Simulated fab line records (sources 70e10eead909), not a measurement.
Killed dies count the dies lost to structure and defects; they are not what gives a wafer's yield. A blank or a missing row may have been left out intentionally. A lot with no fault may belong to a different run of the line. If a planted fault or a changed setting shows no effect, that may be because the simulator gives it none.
Which of the tools did it? + flow nandHarc + 13 lots with 39 wafers sampled at 5 steps, on a route of 1302 steps

== WHAT THE GAUGES READ, wafer by wafer ==
NHARC_END_SORT_01. Usual: killedAtArray 63, standard deviation 18; killedAtOther 1.1, standard deviation 1.3; killedAtPeriphery 4.3, standard deviation 2.8; killedDies 68, standard deviation 18; killedOpen 3.3, standard deviation 2; killedShort 2.4, standard deviation 1.6.
| lot  | measured     | on        | killedAtArray | killedAtOther | killedAtPeriphery | killedDies | killedOpen | killedShort | flag |
|------|--------------|-----------|---------------|---------------|-------------------|------------|------------|-------------|------|
| L172 | day 33 07:53 | prober-01 | 69 583 74     | 0 0 0         | 1 2 0             | 70 585 74  | 6 2 2      | 2 1 2       | OFF  |
| L174 | day 33 16:25 | prober-01 | 565 64 75     | 2 1 0         | 8 14 12           | 575 79 87  | 4 5 7      | 3 5 6       | OFF  |
| L175 | day 34 00:19 | prober-02 | 571 83 82     | 1 1 0         | 2 2 4             | 574 86 86  | 1 2 6      | 0 6 1       | OFF  |

== EACH LOT AND THE TOOL THAT RAN IT (in order: tool; ch and the chambers of the sampled wafers; start) ==
| lot  | NHARC_A_CONTACT_ETCH_75           | NHARC_A_CONTACT_ETCH_126           | NHARC_A_CONTACT_ETCH_129           | NHARC_A_CONTACT_ETCH_130           |
|------|-----------------------------------|------------------------------------|------------------------------------|------------------------------------|
| L155 | rieDiel-11 ch 0,1, day 22 12:23   | harCapEtch-03 ch 0,1, day 22 14:23 | harCapEtch-03 ch 0,1, day 22 15:05 | harCapEtch-03 ch 0,1, day 22 15:20 |
| L157 | rieDiel-11 ch 0,1, day 23 05:51   | harCapEtch-03 ch 0,1, day 23 07:56 | harCapEtch-03 ch 0,1, day 23 08:28 | harCapEtch-03 ch 0,1, day 23 08:38 |
| L156 | rieDiel-11 ch 1,2,3, day 23 06:14 | harCapEtch-02 ch 0,1, day 23 08:37 | harCapEtch-02 ch 0,1, day 23 09:08 | harCapEtch-02 ch 0,1, day 23 09:19 |
| L158 | rieDiel-11 ch 0,1,2, day 23 07:13 | harCapEtch-01 ch 0,1, day 23 09:34 | harCapEtch-01 ch 0,1, day 23 10:06 | harCapEtch-01 ch 0,1, day 23 10:17 |
| L161 | rieDiel-03 ch 2,3, day 25 15:53   | harCapEtch-02 ch 0,1, day 25 18:10 | harCapEtch-02 ch 0,1, day 25 18:42 | harCapEtch-02 ch 0,1, day 25 18:53 |
| L163 | rieDiel-11 ch 0,2, day 25 16:39   | harCapEtch-01 ch 0,1, day 25 18:47 | harCapEtch-01 ch 0,1, day 25 19:19 | harCapEtch-01 ch 0,1, day 25 19:30 |
| L162 | rieDiel-11 ch 1,2,3, day 26 01:06 | harCapEtch-01 ch 0,1, day 26 02:56 | harCapEtch-01 ch 0,1, day 26 03:27 | harCapEtch-01 ch 0,1, day 26 03:38 |
| L165 | rieDiel-10 ch 0,1,3, day 26 10:43 | harCapEtch-02 ch 0,1, day 26 12:57 | harCapEtch-02 ch 0,1, day 26 13:29 | harCapEtch-02 ch 0,1, day 26 13:40 |
| L169 | rieDiel-10 ch 0,2,3, day 28 05:14 | harCapEtch-03 ch 0,1, day 28 07:16 | harCapEtch-03 ch 0,1, day 28 07:59 | harCapEtch-03 ch 0,1, day 28 08:13 |
| L167 | rieDiel-10 ch 0,1, day 28 10:18   | harCapEtch-03 ch 0,1, day 28 12:28 | harCapEtch-03 ch 0,1, day 28 13:10 | harCapEtch-03 ch 0,1, day 28 13:24 |
| L172 | rieDiel-11 ch 0,1,2, day 30 00:37 | harCapEtch-01 ch 0, day 30 02:28   | harCapEtch-01 ch 0, day 30 03:00   | harCapEtch-01 ch 0, day 30 03:11   |
| L174 | rieDiel-11 ch 1,3, day 30 06:49   | harCapEtch-02 ch 0,1, day 30 08:38 | harCapEtch-02 ch 0,1, day 30 09:10 | harCapEtch-02 ch 0,1, day 30 09:21 |
| L175 | rieDiel-11 ch 2,3, day 31 07:19   | harCapEtch-01 ch 0,1, day 31 09:13 | harCapEtch-01 ch 0,1, day 31 09:44 | harCapEtch-01 ch 0,1, day 31 09:55 |
- NHARC_A_CONTACT_ETCH_75: etches the open film in CF4, target depth 39 nm, time 65 s.
- NHARC_A_CONTACT_ETCH_126: etches the open film in C4F8/O2/Ar, time 197 s, target depth 1918 nm.
- NHARC_A_CONTACT_ETCH_129: etches the open film in C4F8/O2/Ar, time 197 s, target depth 1918 nm.
- NHARC_A_CONTACT_ETCH_130: etches the open film in C4F8/O2/Ar, time 197 s, target depth 1918 nm.

== AS READ BY THE TOOLS THEMSELVES (means over the sampled wafers that have a number; for cases with no such wafer, the mark the record gives instead) ==
NHARC_A_CONTACT_ETCH_75. Usual: biasW 100.0 W, standard deviation 0.3; drypumpMotorCurrentA 5.7 A, standard deviation 0.47; oesProductAu 1.002 a.u., standard deviation 0.008; rfVppV 151.4 V, standard deviation 0.97; showerheadPlenumPTorr 1.79 Torr, standard deviation 0.063; throttleValvePct 13.284 %, standard deviation 0.01.
| lot  | tool       | biasW (W) | drypumpMotorCurrentA (A) | oesProductAu (a.u.) | rfVppV (V) | showerheadPlenumPTorr (Torr) | throttleValvePct (%) | flag |
|------|------------|-----------|--------------------------|---------------------|------------|------------------------------|----------------------|------|
| L155 | rieDiel-11 | 100.0     | 5.4                      | 1.004               | 151.1      | 1.78                         | 13.278               |      |
| L157 | rieDiel-11 | 99.7      | 5.4                      | 1.003               | 151.1      | 1.78                         | 13.281               |      |
| L156 | rieDiel-11 | 99.9      | 5.8                      | 1.006               | 151.3      | 1.80                         | 13.286               |      |
| L158 | rieDiel-11 | 100.1     | 5.5                      | 1.005               | 151.2      | 1.75                         | 13.288               |      |
| L161 | rieDiel-03 | 100.3     | 6.6                      | 1.002               | 151.2      | 1.79                         | 13.284               |      |
| L163 | rieDiel-11 | 100.3     | 5.2                      | 1.012               | 151.2      | 1.71                         | 13.277               |      |
| L162 | rieDiel-11 | 100.4     | 5.8                      | 1.002               | 150.8      | 1.80                         | 13.281               |      |
| L165 | rieDiel-10 | 100.1     | 5.7                      | 1.006               | 151.7      | 1.80                         | 13.288               |      |
| L169 | rieDiel-10 | 100.0     | 5.8                      | 1.001               | 150.2      | 1.73                         | 13.277               |      |
| L167 | rieDiel-10 | 100.2     | 5.9                      | 0.999               | 151.6      | 1.79                         | 13.280               |      |
| L172 | rieDiel-11 | 100.2     | 5.5                      | 0.943               | 151.4      | 1.74                         | 13.290               | OFF  |
| L174 | rieDiel-11 | 99.8      | 5.8                      | 0.937               | 152.4      | 1.84                         | 13.297               | OFF  |
| L175 | rieDiel-11 | 100.1     | 5.8                      | 0.938               | 150.7      | 1.76                         | 13.275               | OFF  |

== THE ANSWER, worked out from the rows above alone ==
Rule: take the mean of a lot's wafers that have a number; if it is more than 3 standard deviations from the usual mean, the lot is off. Also off: a lot with no number at a reading for which 4 or more lots have one. All remaining lots with rows at the step are treated as sound. The gauges are gone through in route order, then the tools' own readings, and for those a lot's mean is taken as printed above. The first step at which some lot is off is used, and at that step the reading that is off furthest; a lot without a number counts as furthest.
Off: L172, L174, L175, at NHARC_END_SORT_01 (killedAtArray). Neither off nor sound, because the step has no rows for them: L155, L157, L156, L158, L161, L163, L162, L165, L169, L167.
A tool fits if, at a process step before that reading, it ran every lot that is off, and no sound lot after the first of them. The gauges at NHARC_END_SORT_01 aren't tried: what is off there is off at NHARC_A_CONTACT_ETCH_75 too, on other tools, and a gauge's error can't cause that. One candidate fits, namely rieDiel-11 at NHARC_A_CONTACT_ETCH_75. It ran no sound lot before its first lot that is off in this sample, so the start can't be narrowed down.

== WHAT WAS PUT IN BY THE SIMULATOR ==
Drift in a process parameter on rieDiel-11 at NHARC_A_CONTACT_ETCH_75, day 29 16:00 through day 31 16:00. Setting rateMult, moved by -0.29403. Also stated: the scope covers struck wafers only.
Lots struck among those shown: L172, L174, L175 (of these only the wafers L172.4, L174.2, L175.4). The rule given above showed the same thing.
